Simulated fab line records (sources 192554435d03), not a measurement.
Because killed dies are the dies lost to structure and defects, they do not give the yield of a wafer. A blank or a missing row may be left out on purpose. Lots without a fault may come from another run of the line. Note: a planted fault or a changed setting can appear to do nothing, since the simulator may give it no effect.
A lot that was struck, set against a sound lot ; flow n5 finfet ; 15 steps out of a route of 1938
Sound: wafers L167.2, L167.3, L167.4. Struck: wafer L158.5 (L158.3, L158.4, from the same lot, were not struck and are left out); the cause is given at the end.
Per side, at each step with rows, come the tool, then ch with its chambers, and then its first start. Under that, the readings that differ: sound wafers ; struck wafers ; difference of the means ; sigmas: that difference in standard deviations of wafers without a fault.
alike: a reading whose means differ by less than 2 such deviations, as well as words and numbers matching on both sides. not compared: withheld readings; readings where some wafer has no value; bounds like >300 that might hide an equal value; numbers whose values overlap and for which the record gives no deviation.
The two part at a step that has a row with sigmas, a row that says differs or no value, or rows on one side only. Non-overlapping numbers with no deviation appear without sigmas and do not part them. A reading missing from all wafers of one side parts the sides only when that side holds two or more wafers.

N5_MOL_CONTACT_COAG_INSPECT_97: inspects for defects (darkfield).
  sound on defect inspect-01 at day 10 12:29; struck on defect inspect-01 at day 8 08:27
  alike: raw defect count
N5_BEOL_M0_SAQP_PECVD_00: deposits SiCN from 3MS/NH3, target thk 8 nm, time 14 s.
  sound on pecvd-02 ch 0,1,2, day 10 12:47; struck on pecvd-01 ch 0, day 8 08:45
  alike: showerhead plenum p Torr, throttle valve pct
  not compared: since wet clean h
N5_BEOL_M0_SAQP_ILD_DEP_01: deposits SiOC from DEMS/O2, target thk 45.419 nm, time 8.7 s.
  sound on pecvd-02 ch 0,1,2, day 10 12:49; struck on pecvd-01 ch 0, day 8 08:47
reading;sound;struck;difference;sigmas
heater power w (W);485 424 663;339;-185;-2
  alike: showerhead plenum p Torr, throttle valve pct
  not compared: since wet clean h
N5_BEOL_M0_SAQP_HM_DEP_02: deposits TiN, target thk 12 nm.
  sound on pvd sputter-02 at day 10 16:17; struck on pvd sputter-02 at day 8 10:37
  alike: throttle valve pct
then, 2 steps without rows for these wafers: N5_BEOL_M0_SAQP_PECVD_03 (deposits SiCN from 3MS/NH3, target thk 12 nm, time 21.1 s); N5_BEOL_M0_SAQP_PECVD_96 (deposits a-Si from SiH4/He, target thk 45 nm, time 45.2 s).
N5_BEOL_M0_SAQP_PECVD_97: deposits SiNx from SiH4/NH3/N2, target thk 23 nm, time 19.9 s.
  sound on pecvd-04 ch 1,2, day 10 16:29; struck on pecvd-04 ch 0, day 8 10:49
  alike: heater power w, showerhead plenum p Torr, throttle valve pct
  not compared: since wet clean h
then, 1 step without rows for these wafers: N5_BEOL_M0_SAQP_PECVD_04 (deposits a-Si from SiH4/He, target thk 60 nm, time 60.2 s).
N5_BEOL_M0_SAQP_THK_MEAS_05:
  sound on film metro-02 at day 10 16:37; struck on film metro-02 at day 8 10:58
  alike: thk nm
N5_BEOL_M0_SAQP_HM_DEP_111: deposits SiO2 from SiH4/N2O, target thk 12 nm, time 7.2 s.
  sound on pecvd-02 ch 1,2, day 10 16:40; struck on pecvd-02 ch 0, day 8 10:59
reading;sound;struck;difference;sigmas
heater power w (W);853 652 834;997;+217;+2
  alike: showerhead plenum p Torr
  not compared: since wet clean h
then, 1 step without rows for these wafers: N5_BEOL_M0_SAQP_COAT_81 (time 60 s, resist thk 100 nm).
N5_BEOL_M0_SAQP_COAT_82: time 60 s, resist thk 30 nm.
  sound on litho track-02 ch 0, day 10 16:44; struck on litho track-04 ch 0, day 8 11:04
reading;sound;struck;difference;sigmas
heater power total W (W);429.4 429.5 424.8;541.0;+113.1;+54
run length s (s);66.13 66.08 66.26;47.37;-18.79;-99 or more
  alike: chill plate temp C, exhaust pa
then, 1 step without rows for these wafers: N5_BEOL_M0_SAQP_COAT_08 (resist thk 90 nm).
-- the record jumps here: 3 days lie between the struck wafers' starts before and after (it left off in module BEOL_M0_SAQP and takes up again in module BEOL_M4, whose first step shown is number 1111 of the route) --
N5_BEOL_M4_RC_MEAS_101:
  sound on prober-02 ch 0, day 13 10:33; struck on prober-02 ch 0, day 11 00:29
reading;sound;struck;difference;sigmas
DIBL_N (mV/V);35.2 34.8 36.9;39.8;+4.2;+3
DIBL_P (mV/V);33.8 32.4 35.5;39.5;+5.6;+3
  alike: IOFF_N, IOFF_P, ION_N, ION_P, SS_N, SS_P, VT_N, VT_P
-- here the record skips 4 days between the struck wafers' starts before and after, leaving off in module BEOL_M4 and picking up in module PASSIVATION (first step shown: number 1936 of the route) --
N5_PASSIVATION_PROBE_49:
  sound on prober-01 at day 17 08:40; struck on prober-01 at day 15 12:08
  alike: defect limited yield, killed_at_M0_to_M3, killed_at_M4_up, killed at contacts, killed at front end, killed at other, killed dies, killed open, killed short, sort_bin_5_function, sort_bin_6_memory, sort n pass, sort yield pct

WHERE THEY PART
Earliest at N5_BEOL_M0_SAQP_ILD_DEP_01; latest, in this record, at N5_BEOL_M4_RC_MEAS_101. Later steps at which nothing parts them and some readings are alike: N5_PASSIVATION_PROBE_49.

WHY: whatever the simulator had introduced
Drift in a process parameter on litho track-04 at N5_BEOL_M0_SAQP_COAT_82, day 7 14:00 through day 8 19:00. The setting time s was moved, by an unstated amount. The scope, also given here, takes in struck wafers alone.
